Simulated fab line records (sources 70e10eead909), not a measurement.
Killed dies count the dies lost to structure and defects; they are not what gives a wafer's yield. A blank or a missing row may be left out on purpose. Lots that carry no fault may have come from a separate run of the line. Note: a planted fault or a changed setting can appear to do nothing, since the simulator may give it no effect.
Chamber matching    flow nand harc    rie diel-09 running NHARC_A_M0_DESCUM_14: 4 sister chambers
The step chemistry O2, time 3 s. 4 wafers are shown with their chamber, then 8 later ones without.

== EACH WAFER AND ITS CHAMBER ==
wafer   chamber  showerhead plenum p Torr (Torr)
L092.6  3        2.00
L090.2  2        1.83
L090.6  0        1.96
L093.1  1        1.87

== WAFERS MISSING THEIR CHAMBER ==
wafer   showerhead plenum p Torr (Torr)
L093.3  2.00
L093.5  1.86
L095.1  1.86
L095.4  1.96
L095.6  2.00
L096.3  2.00
L096.4  1.96
L096.5  1.83

== WHICH CHAMBER EACH ONE RAN IN ==
wafer   from the rows above  in truth
L093.3  3                    3
L093.5  1                    1
L095.1  1                    1
L095.4  0                    0
L095.6  3                    3
L096.3  3                    3
L096.4  0                    0
L096.5  2                    2
Placed correctly: 8 of 8. Can't be placed from these rows: 0. 0 placed wrongly.
How it was worked out, from the rows above alone: a wafer's distance from a chamber is the root of the sum, over the readings, of the square of ((its reading less the chamber's mean) divided by the reading's scatter). The wafer belongs to the nearest chamber; if the next one is less than 2 further off, it can't be placed. Each chamber's mean is taken over the wafers shown for it. The scatter: with one shown wafer a chamber, the root of the mean of the squares of how far each hidden wafer lies from its nearest shown one.
